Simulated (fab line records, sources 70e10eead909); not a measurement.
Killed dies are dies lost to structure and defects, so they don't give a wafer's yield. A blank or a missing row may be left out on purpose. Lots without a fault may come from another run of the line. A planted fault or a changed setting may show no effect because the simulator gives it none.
Chamber matching | flow nand_harc | NHARC_A_STAIRCASE_DEP_156 on pecvd-04: 3 sister chambers
The step deposits SiNx, target thk 50 nm. 6 wafers are shown with their chamber, then 8 later ones without.

WAFERS WITH THEIR CHAMBER
wafer  | chamber | heater_power_w (W)
L684.2 | 0       | 684
L685.4 | 0       | 656
L686.1 | 1       | 663
L686.5 | 1       | 652
L686.6 | 2       | 833
L688.1 | 2       | 809

WAFERS WITHOUT THEIR CHAMBER
wafer  | heater_power_w (W)
L688.2 | 637
L688.4 | 569
L691.2 | 912
L691.5 | 904
L691.6 | 667
L692.2 | 616
L692.3 | 669
L692.5 | 971

WHICH CHAMBER EACH WENT THROUGH
wafer  | from the rows above     | in truth
L688.2 | can't be placed: 1 or 0 | 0
L688.4 | can't be placed: 1 or 0 | 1
L691.2 | 2                       | 2
L691.5 | 2                       | 2
L691.6 | can't be placed: 0 or 1 | 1
L692.2 | can't be placed: 1 or 0 | 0
L692.3 | can't be placed: 0 or 1 | 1
L692.5 | 2                       | 2
Placed correctly: 3 of 8. Can't be placed from these rows: 5 (the true chamber is among the candidates in 5). Placed wrongly: 0.
How it was worked out, from the rows above alone: a wafer's distance from a chamber is the root of the sum, over the readings, of the square of ((its reading less the chamber's mean) divided by the reading's scatter). The wafer belongs to the nearest chamber; if the next one is less than 2 further off, it can't be placed. A chamber's mean is the mean of its shown wafers. The scatter: the root of (the sum of the squares of (reading less its chamber's mean) over the shown wafers, divided by (wafers less chambers)).
